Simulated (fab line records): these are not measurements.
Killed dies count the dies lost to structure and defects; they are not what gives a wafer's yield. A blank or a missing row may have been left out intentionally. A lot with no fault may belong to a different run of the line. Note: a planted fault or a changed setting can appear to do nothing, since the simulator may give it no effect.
fab line records -- flow n5-finfet -- part 1 of 2: steps 1 to 4 of 6
record: lots: 22, wafers: 66, last-day: 18
route steps=1938 shown SD_EPI_P@303 ILD0@338 SDB@363 DUMMY_REMOVAL@378 HKMG_FIN@401
lots that met no fault: taken from a fault-free run of the same line
start-h: the number of hours between the record's first day and the start of the first shown wafer of the lot -- wait-h: hours elapsed since this lot's preceding step -- " as in the row above -- L1.1+2: one row covering several wafers at once -- - no value, or no start was given -- * or withheld: withheld -- < > ~ a bound
route shown NAME@n: NAME is a module with steps in the file, n the number in the route of the first one -- usual: mean/standard deviation of fault-free wafers -- same: alike in all rows -- chamber/n: place in a boat -- sites: each site's reading -- _std_site: standard deviation across them -- _edge_site: the outer-site mean with the inner-site mean subtracted -- radius-mm: for every site, how far away it sits from the centre of the wafer -- mask NAME#n: copy n -- behind: the most recent tool/chamber to have shaped the wafer -- hold: why the lot went on hold/how many hours it stayed there/how the hold came to an end -- device: whichever transistor did not switch (one of n, p or np) -- end of line: the same wafers' tests at the end of the route -- a step without rows: its recipe alone -- killed: at the first sort, the dies lost to defects and structure; wafer yield is something else -- map: shows each die of a wafer: x if killed, . if not, _ if none is there
set.NAME: setting as actually run; set.NAME@STEP: the setting as run at that earlier step -- model.NAME: the simulator's own value behind a step, which no gauge read
a sample of lots followed through the steps of the route, with each step as a table and each wafer as a row
services: the hour from which a tool's chamber was out of use, counted from the record's first day as start-h (under 0 if before that day), plus the number of hours and why
== steps ==
step: N5_SD_EPI_P_CD_MEAS_09
recipe: target-cd-nm: 240, landing-energy-ev: 500, detector: se-inlens
usual: cd-nm: 240.4/0.94
lot.wafer,tool,chamber,start-h,wait-h,cd-nm
L074.2,cd-sem-03,0,53.09,-,240.8
L074.4,cd-sem-03,0,53.09,-,240.7
L074.5,cd-sem-03,0,53.09,-,241.1
L075.1,cd-sem-03,0,60.41,-,239.0
L075.4,cd-sem-03,0,60.41,-,239.5
L075.6,cd-sem-03,0,60.41,-,240.6
L076.2,cd-sem-03,0,65.04,-,239.6
L076.5,cd-sem-03,0,65.04,-,240.3
L076.6,cd-sem-03,0,65.04,-,239.5
L077.1,cd-sem-03,0,72.96,-,241.0
L077.4,cd-sem-03,0,72.96,-,241.5
L077.6,cd-sem-03,0,72.96,-,241.5
L078.1,cd-sem-01,0,76.77,-,242.5
L078.3,cd-sem-01,0,76.77,-,241.9
L078.6,cd-sem-01,0,76.77,-,240.8
L079.1,cd-sem-03,0,84.64,-,239.7
L079.2,cd-sem-03,0,84.64,-,240.4
L079.3,cd-sem-03,0,84.64,-,239.9
L080.3,cd-sem-02,0,93.72,-,241.4
L080.4,cd-sem-02,0,93.72,-,241.2
L080.5,cd-sem-02,0,93.72,-,241.2
L081.1,cd-sem-03,0,97.81,-,239.4
L081.5,cd-sem-03,0,97.81,-,240.6
L081.6,cd-sem-03,0,97.81,-,239.3
L083.2,cd-sem-03,0,112.31,-,240.6
L083.3,cd-sem-03,0,112.31,-,238.5
L083.4,cd-sem-03,0,112.31,-,239.4
L084.1,cd-sem-02,0,120.36,-,240.5
L084.2,cd-sem-02,0,120.36,-,240.2
L084.3,cd-sem-02,0,120.36,-,240.3
L085.1,cd-sem-02,0,121.38,-,240.2
L085.3,cd-sem-02,0,121.38,-,240.8
L085.4,cd-sem-02,0,121.38,-,241.1
L086.1,cd-sem-01,0,129.02,-,240.5
L086.3,cd-sem-01,0,129.02,-,240.9
L086.5,cd-sem-01,0,129.02,-,240.5
L088.1,cd-sem-01,0,136.90,-,240.3
L088.2,cd-sem-01,0,136.90,-,241.1
L088.5,cd-sem-01,0,136.90,-,240.1
L087.3,cd-sem-01,0,138.01,-,240.4
L087.4,cd-sem-01,0,138.01,-,240.1
L087.5,cd-sem-01,0,138.01,-,242.0
L089.1,cd-sem-01,0,144.32,-,239.3
L089.4,cd-sem-01,0,144.32,-,239.5
L089.6,cd-sem-01,0,144.32,-,239.8
L091.1,cd-sem-01,0,162.38,-,239.9
L091.3,cd-sem-01,0,162.38,-,240.5
L091.6,cd-sem-01,0,162.38,-,242.1
L092.1,cd-sem-03,0,163.96,-,239.0
L092.4,cd-sem-03,0,163.96,-,240.6
L092.6,cd-sem-03,0,163.96,-,239.1
L093.3,cd-sem-02,0,175.42,-,239.5
L093.4,cd-sem-02,0,175.42,-,240.0
L093.5,cd-sem-02,0,175.42,-,240.1
L094.1,cd-sem-03,0,176.08,-,240.5
L094.2,cd-sem-03,0,176.08,-,241.0
L094.5,cd-sem-03,0,176.08,-,241.0
L095.1,cd-sem-03,0,183.56,-,241.1
L095.2,cd-sem-03,0,183.56,-,239.1
L095.5,cd-sem-03,0,183.56,-,239.7
L096.1,cd-sem-01,0,186.97,-,240.1
L096.2,cd-sem-01,0,186.97,-,240.6
L096.6,cd-sem-01,0,186.97,-,240.7
L097.1,cd-sem-03,0,194.84,-,240.2
L097.3,cd-sem-03,0,194.84,-,239.8
L097.5,cd-sem-03,0,194.84,-,240.4
step: N5_ILD0_CMP_03
recipe: stop-on: SiNx, t-overpolish-s: 1.9, post-cmp-clean: alkaline-brush, down-force-psi: 4.1491, platen-rpm: 51.796, pad-velocity-m-s: 1.0306, target-thk-nm: 197.38
usual: motor-current-A: 12.7/1.3, overpolish-run-s: 1.901/0.0094, slurry-flow-ml-min: 149.9/0.46, time-to-endpoint-s: 73/7.4
lot.wafer,tool,chamber,start-h,wait-h,motor-current-A,overpolish-run-s,slurry-flow-ml-min,time-to-endpoint-s
L074.4,cmp-04,1,60.38,0.1,15.3,1.922,150.4,67
L074.2,cmp-04,3,60.38,0.1,13.4,1.910,150.2,63
L074.5,cmp-04,1,60.38,0.1,14.3,1.917,150.2,63
L075.4,cmp-04,3,67.84,0.2,12.9,1.912,150.4,72
L075.1,cmp-04,0,67.84,0.2,12.8,1.899,149.6,86
L075.6,cmp-04,2,67.84,0.2,10.5,1.902,150.1,69
L076.2,cmp-02,0,72.05,0.1,13.6,1.892,149.9,68
L076.5,cmp-02,3,72.05,0.1,11.2,1.900,149.8,74
L076.6,cmp-02,0,72.05,0.1,14.7,1.886,149.4,70
L077.4,cmp-04,0,80.32,0.0,12.5,1.901,150.1,87
L077.1,cmp-04,3,80.32,0.0,12.7,1.889,149.7,73
L077.6,cmp-04,0,80.32,0.0,12.8,1.889,149.8,86
L078.3,cmp-04,0,83.75,0.0,12.3,1.890,150.5,89
L078.1,cmp-04,1,83.75,0.0,14.3,1.900,150.2,72
L078.6,cmp-04,1,83.75,0.0,14.5,1.884,150.3,72
L079.3,cmp-03,1,92.10,0.1,15.1,1.900,149.9,69
L079.1,cmp-03,2,92.10,0.1,12.9,1.895,150.2,68
L079.2,cmp-03,3,92.10,0.1,12.3,1.925,150.3,74
L080.3,cmp-02,0,101.06,0.1,13.7,1.903,150.8,64
L080.4,cmp-02,1,101.06,0.1,13.1,1.907,149.3,61
L080.5,cmp-02,3,101.06,0.1,11.8,1.910,150.1,68
L081.1,cmp-02,3,104.82,0.0,11.4,1.898,149.7,72
L081.6,cmp-02,3,104.82,0.0,11.5,1.904,149.8,72
L081.5,cmp-02,0,104.82,0.0,13.4,1.909,150.6,64
L083.4,cmp-02,0,119.55,0.0,14.2,1.907,149.7,71
L083.2,cmp-02,1,119.55,0.0,13.7,1.909,149.7,65
L083.3,cmp-02,2,119.55,0.0,12.7,1.911,150.7,78
L084.3,cmp-04,0,127.50,0.0,12.3,1.894,149.5,83
L084.1,cmp-04,1,127.50,0.0,14.4,1.901,149.4,70
L084.2,cmp-04,2,127.50,0.0,10.5,1.903,150.4,69
L085.1,cmp-04,0,128.40,0.1,12.3,1.908,149.2,88
L085.3,cmp-04,1,128.40,0.1,14.2,1.899,150.6,70
L085.4,cmp-04,2,128.40,0.1,10.5,1.903,149.9,73
L086.1,cmp-04,1,136.79,0.1,14.4,1.903,150.4,73
L086.3,cmp-04,3,136.79,0.1,13.1,1.906,150.9,70
L086.5,cmp-04,0,136.79,0.1,12.4,1.918,150.3,86
L088.1,cmp-02,3,143.93,0.0,11.7,1.894,150.2,74
L088.2,cmp-02,0,143.93,0.0,13.5,1.906,150.1,68
L088.5,cmp-02,0,143.93,0.0,13.3,1.882,150.2,67
L087.4,cmp-02,2,145.41,0.1,12.6,1.900,150.8,80
L087.3,cmp-02,3,145.41,0.1,11.5,1.911,150.1,74
L087.5,cmp-02,1,145.41,0.1,13.0,1.910,150.2,64
L089.1,cmp-04,0,152.39,0.1,12.3,1.902,149.4,91
L089.4,cmp-04,2,152.39,0.1,10.7,1.903,150.1,77
L089.6,cmp-04,3,152.39,0.1,12.6,1.905,149.6,76
L091.1,cmp-03,3,169.47,0.0,12.5,1.897,149.8,71
L091.3,cmp-03,0,169.47,0.0,11.3,1.916,150.2,71
L091.6,cmp-03,3,169.47,0.0,12.1,1.891,149.7,71
L092.4,cmp-03,1,171.06,0.0,15.0,1.890,149.1,62
L092.1,cmp-03,0,171.06,0.0,11.8,1.903,150.0,68
L092.6,cmp-03,1,171.06,0.0,15.3,1.903,149.2,66
L094.2,cmp-03,3,183.77,0.0,12.1,1.905,149.9,68
L094.1,cmp-03,2,183.77,0.0,12.5,1.908,149.5,65
L094.5,cmp-03,0,183.77,0.0,11.7,1.904,149.4,64
L093.4,cmp-04,0,183.84,0.1,12.7,1.905,150.2,93
L093.3,cmp-04,1,183.84,0.1,14.2,1.908,149.3,71
L093.5,cmp-04,2,183.84,0.1,10.6,1.907,149.9,74
L095.1,cmp-04,3,190.56,0.0,12.2,1.901,150.2,76
L095.2,cmp-04,0,190.56,0.0,13.1,1.896,150.5,87
L095.5,cmp-04,0,190.56,0.0,12.3,1.900,150.3,89
L096.1,cmp-04,3,194.34,0.0,13.2,1.900,150.3,74
L096.2,cmp-04,2,194.34,0.0,10.1,1.893,149.9,72
L096.6,cmp-04,0,194.34,0.0,12.1,1.896,149.6,88
L097.1,cmp-04,1,202.30,0.2,14.0,1.912,150.2,74
L097.3,cmp-04,0,202.30,0.2,13.4,1.903,149.5,92
L097.5,cmp-04,2,202.30,0.2,10.8,1.900,149.4,75
step: N5_SDB_STRIP_21
recipe: chemistry: CF4, resist: SiARC, power-w: 300, bias-power-w: 75, pressure-mtorr: 50, cf4-flow-sccm: 150, rf-frequency-hz: 6e+07
usual: drypump-motor-current-A: 5.9/0.43, oes-product-au: 0.78/0.069, rf-fwd-power-W: 292.7/0.82, rf-vpp-V: 272.2/1.3, showerhead-plenum-p-Torr: 1.84/0.045, throttle-valve-pct: 13.51/0.22
lot.wafer,tool,chamber,start-h,wait-h,drypump-motor-current-A,oes-product-au,rf-fwd-power-W,rf-hours-counter-h,rf-vpp-V,showerhead-plenum-p-Torr,throttle-valve-pct
L074.2,rie-diel-05,2,65.16,0.0,5.4,0.87,292.3,39,269.5,1.79,13.35
L074.4,rie-diel-05,3,65.16,0.0,5.8,0.74,293.0,178,272.6,1.85,13.33
L074.5,rie-diel-05,0,65.16,0.0,6.2,0.69,292.3,-,268.4,1.70,13.72
L075.1,rie-diel-05,2,72.31,0.0,5.4,0.87,294.1,41,270.7,1.79,13.35
L075.4,rie-diel-05,3,72.31,0.0,5.8,0.74,292.0,180,271.8,1.85,13.34
L075.6,rie-diel-05,2,72.31,0.0,5.4,0.86,294.6,-,271.2,1.79,13.35
L076.2,rie-diel-05,1,76.53,0.0,5.8,0.77,291.7,110,272.6,1.86,13.81
L076.5,rie-diel-05,1,76.53,0.0,5.8,0.78,291.5,-,274.0,1.86,13.81
L076.6,rie-diel-05,3,76.53,0.0,5.8,0.73,293.5,-,273.0,1.85,13.34
L077.1,rie-diel-06,0,84.99,0.0,6.3,0.74,292.9,167,272.9,1.84,13.67
L077.4,rie-diel-06,3,84.99,0.0,5.0,0.76,293.9,147,273.5,1.84,13.38
L077.6,rie-diel-06,3,84.99,0.0,5.0,0.76,292.8,-,272.9,1.84,13.36
L078.1,rie-diel-05,3,88.27,0.0,5.8,0.73,292.4,188,273.0,1.85,13.35
L078.3,rie-diel-05,2,88.27,0.0,5.4,0.86,294.7,49,269.6,1.79,13.37
L078.6,rie-diel-05,3,88.27,0.0,5.8,0.73,291.8,-,271.8,1.85,13.34
L079.1,rie-diel-06,2,96.84,0.0,5.9,0.67,293.7,233,271.1,1.80,13.82
L079.2,rie-diel-06,3,96.84,0.0,5.0,0.76,292.4,151,272.9,1.84,13.37
L079.3,rie-diel-06,0,96.84,0.0,6.4,0.74,290.2,172,272.3,1.84,13.70
L080.3,rie-diel-04,1,105.63,0.0,5.8,0.70,292.8,204,272.4,1.86,13.54
L080.4,rie-diel-04,0,105.63,0.0,5.0,0.90,293.1,26,270.5,1.75,13.54
L080.5,rie-diel-04,2,105.63,0.0,6.3,0.82,291.5,-,272.6,1.88,13.50
L081.1,rie-diel-06,3,109.48,0.0,5.0,0.75,293.1,156,272.2,1.84,13.38
L081.5,rie-diel-06,2,109.48,0.0,5.9,0.67,291.7,-,270.9,1.80,13.84
L081.6,rie-diel-06,3,109.48,0.0,5.0,0.75,293.3,-,273.1,1.84,13.40
L083.2,rie-diel-04,0,124.19,0.0,5.0,0.89,292.7,32,269.7,1.74,13.55
L083.3,rie-diel-04,3,124.19,0.0,6.3,0.84,292.3,58,271.9,1.82,13.24
L083.4,rie-diel-04,1,124.19,0.0,5.8,0.70,293.6,211,272.6,1.86,13.57
L084.1,rie-diel-05,1,132.48,0.0,5.8,0.75,293.0,131,272.6,1.85,13.86
L084.2,rie-diel-05,3,132.48,0.0,5.9,0.72,292.1,202,271.7,1.84,13.36
L084.3,rie-diel-05,2,132.48,0.0,5.4,0.83,291.5,63,269.5,1.78,13.42
L085.1,rie-diel-05,0,132.88,0.0,6.2,0.91,292.4,14,272.9,1.90,13.18
L085.3,rie-diel-05,1,132.88,0.0,5.8,0.74,291.7,132,271.7,1.85,13.86
L085.4,rie-diel-05,2,132.88,0.0,5.4,0.84,294.4,63,271.3,1.78,13.41
L086.1,rie-diel-05,3,141.41,0.0,5.8,0.72,291.5,205,272.1,1.84,13.38
L086.3,rie-diel-05,0,141.41,0.0,6.2,0.90,292.4,18,273.2,1.90,13.19
L086.5,rie-diel-05,3,141.41,0.0,5.8,0.72,291.9,-,271.2,1.84,13.40
L088.1,rie-diel-06,1,148.57,0.0,6.5,0.84,292.2,38,273.6,1.90,13.37
L088.2,rie-diel-06,3,148.57,0.0,5.0,0.75,292.3,167,271.8,1.84,13.42
L088.5,rie-diel-06,3,148.57,0.0,5.0,0.74,292.2,-,272.0,1.84,13.42
L087.3,rie-diel-05,3,150.14,0.0,5.8,0.72,292.3,209,273.1,1.84,13.40
L087.4,rie-diel-05,1,150.14,0.0,5.8,0.74,292.5,138,272.1,1.85,13.86
L087.5,rie-diel-05,1,150.14,0.0,5.8,0.75,292.1,-,274.1,1.85,13.88
L089.1,rie-diel-06,1,157.19,0.0,6.5,0.83,291.7,42,272.6,1.89,13.37
L089.4,rie-diel-06,1,157.19,0.0,6.5,0.84,292.8,-,272.0,1.89,13.38
L089.6,rie-diel-06,1,157.19,0.0,6.5,0.84,292.3,-,273.7,1.89,13.37
L091.1,rie-diel-04,2,173.99,0.0,6.3,0.80,291.9,85,273.5,1.87,13.53
L091.3,rie-diel-04,1,173.99,0.0,5.8,0.69,292.4,226,273.4,1.86,13.60
L091.6,rie-diel-04,2,173.99,0.0,6.3,0.79,292.7,-,272.0,1.87,13.53
L092.1,rie-diel-05,0,177.47,0.0,6.2,0.88,292.8,31,274.3,1.90,13.20
L092.4,rie-diel-05,2,177.47,0.0,5.4,0.82,294.0,74,271.2,1.78,13.42
L092.6,rie-diel-05,1,177.47,0.0,5.8,0.74,293.2,-,271.6,1.85,13.90
L094.1,rie-diel-05,2,188.46,0.0,5.4,0.82,294.6,79,269.3,1.78,13.45
L094.2,rie-diel-05,1,188.46,0.0,5.8,0.74,293.2,152,272.8,1.85,13.93
L094.5,rie-diel-05,0,188.46,0.0,6.2,0.86,294.7,-,271.9,1.89,13.22
L093.3,rie-diel-05,0,188.75,0.0,6.2,0.86,292.0,35,273.9,1.89,13.21
L093.4,rie-diel-05,1,188.75,0.0,5.8,0.73,291.4,152,272.1,1.85,13.90
L093.5,rie-diel-05,1,188.75,0.0,5.8,0.74,291.9,-,272.6,1.85,13.90
L095.1,rie-diel-04,2,195.87,0.0,6.3,0.79,292.2,93,272.3,1.87,13.55
L095.2,rie-diel-04,1,195.87,0.0,5.8,0.68,292.4,234,270.9,1.85,13.62
L095.5,rie-diel-04,2,195.87,0.0,6.3,0.79,293.3,-,272.7,1.87,13.55
L096.1,rie-diel-04,3,199.30,0.0,6.3,0.82,292.3,84,270.7,1.81,13.29
L096.2,rie-diel-04,1,199.30,0.0,5.8,0.68,293.1,236,272.4,1.85,13.61
L096.6,rie-diel-04,3,199.30,0.0,6.2,0.81,292.6,-,272.7,1.81,13.30
L097.1,rie-diel-04,3,207.34,0.0,6.2,0.80,293.3,88,271.5,1.81,13.31
L097.3,rie-diel-04,1,207.34,0.0,5.8,0.68,293.3,241,272.3,1.85,13.63
L097.5,rie-diel-04,2,207.34,0.0,6.3,0.78,292.3,-,273.5,1.87,13.58
step: N5_SDB_ALD_29
recipe: material: SiNx, target-thk-a: 300, temp-c: 400, ald-precursor-family: SiH2I2, ald-co-reactant: N2/H2-plasma, pulse-time-s: 1, ald-cycles: 600, purge-time-s: 2, co-reactant-purge-time-s: 2, pressure-torr: 2
usual: heater-power-outer-w: 510/86, heater-power-w: 839/120, precursor-pulse-height-rel: 1.001/0.018
same: pulse-time-s: 1
lot.wafer,tool,chamber,start-h,wait-h,heater-power-outer-w,heater-power-w,precursor-pulse-height-rel
L074.2,ald-sin-01,0,65.75,0.0,577,944,0.983
L074.4,ald-sin-01,2,67.10,1.4,405,731,1.025
L074.5,ald-sin-01,1,67.10,1.4,400,604,0.993
L075.1,ald-sin-01,2,72.96,0.0,400,720,1.013
L075.4,ald-sin-01,3,72.96,0.0,703,1102,1.027
L075.6,ald-sin-01,0,74.32,1.4,561,932,1.008
L076.2,ald-sin-01,1,77.11,0.0,397,594,1.003
L076.5,ald-sin-01,0,78.47,1.4,563,927,0.995
L076.6,ald-sin-01,1,78.47,1.4,405,600,1.025
L077.1,ald-sin-01,2,85.62,0.1,399,735,1.009
L077.4,ald-sin-01,3,85.62,0.1,726,1093,1.011
L077.6,ald-sin-01,1,86.97,1.4,398,594,0.980
L078.1,ald-sin-02,3,88.86,0.0,581,898,1.025
L078.3,ald-sin-02,2,88.86,0.0,472,875,1.018
L078.6,ald-sin-02,1,90.21,1.4,463,746,0.996
L079.1,ald-sin-01,2,97.72,0.0,396,714,1.008
L079.2,ald-sin-01,0,97.72,0.0,563,948,1.017
L079.3,ald-sin-01,3,97.72,0.0,714,1096,0.999
L080.3,ald-sin-02,0,106.49,0.0,552,877,0.995
L080.4,ald-sin-02,2,107.84,1.4,483,868,1.023
L080.5,ald-sin-02,3,107.84,1.4,593,902,0.974
L081.1,ald-sin-02,1,110.06,0.0,455,749,1.016
L081.5,ald-sin-02,1,111.42,1.4,463,755,0.987
L081.6,ald-sin-02,0,111.42,1.4,560,922,1.005
L083.2,ald-sin-01,0,125.29,0.0,572,945,1.027
L083.3,ald-sin-01,3,125.29,0.0,705,1045,1.008
L083.4,ald-sin-01,1,125.29,0.0,396,591,1.024
L084.1,ald-sin-02,1,133.07,0.0,464,759,1.021
L084.2,ald-sin-02,0,133.07,0.0,550,901,0.982
L084.3,ald-sin-02,2,133.07,0.0,474,861,1.010
L085.1,ald-sin-04,2,133.47,0.0,376,666,1.000
L085.3,ald-sin-04,0,133.47,0.0,551,895,1.002
L085.4,ald-sin-04,3,133.47,0.0,520,888,0.997
L086.1,ald-sin-02,3,141.99,0.0,587,921,1.011
L086.3,ald-sin-02,0,141.99,0.0,568,917,0.989
L086.5,ald-sin-02,1,143.34,1.4,458,767,1.006
L088.1,ald-sin-02,3,149.16,0.0,590,917,0.997
L088.2,ald-sin-02,0,149.16,0.0,564,886,0.958
L088.5,ald-sin-02,2,150.51,1.4,474,860,0.962
L087.3,ald-sin-04,2,150.93,0.0,383,702,0.981
L087.4,ald-sin-04,1,150.93,0.0,521,822,0.978
L087.5,ald-sin-04,1,152.29,1.4,505,843,0.998
L089.1,ald-sin-02,2,157.85,0.0,470,862,0.969
L089.4,ald-sin-02,3,157.85,0.0,587,892,0.990
L089.6,ald-sin-02,3,159.20,1.4,582,905,1.015
L091.1,ald-sin-04,3,175.05,0.5,515,872,0.980
L091.3,ald-sin-04,0,175.05,0.5,558,904,0.965
L091.6,ald-sin-04,0,176.40,1.8,548,901,1.006
L092.1,ald-sin-04,0,178.23,0.2,546,918,0.987
L092.4,ald-sin-04,2,178.23,0.2,379,693,1.002
L092.6,ald-sin-04,2,179.59,1.6,383,704,0.974
L094.1,ald-sin-02,1,189.87,0.0,451,739,1.012
L094.2,ald-sin-02,0,189.87,0.0,567,904,1.012
L094.5,ald-sin-02,0,191.23,1.4,550,889,0.991
L093.3,ald-sin-04,3,190.55,0.5,531,885,0.983
L093.4,ald-sin-04,0,190.55,0.5,557,884,0.995
L093.5,ald-sin-04,2,191.90,1.8,374,712,1.002
L095.1,ald-sin-02,0,196.46,0.0,566,899,0.994
L095.2,ald-sin-02,3,196.46,0.0,584,915,1.025
L095.5,ald-sin-02,3,197.81,1.4,591,899,1.008
L096.1,ald-sin-01,3,199.89,0.0,681,1082,1.001
L096.2,ald-sin-01,2,199.89,0.0,445,785,0.974
L096.6,ald-sin-01,0,201.24,1.4,586,947,0.962
L097.1,ald-sin-04,2,208.74,0.7,370,692,0.985
L097.3,ald-sin-04,0,208.74,0.7,558,913,1.015
L097.5,ald-sin-04,2,210.09,2.1,382,691,0.991
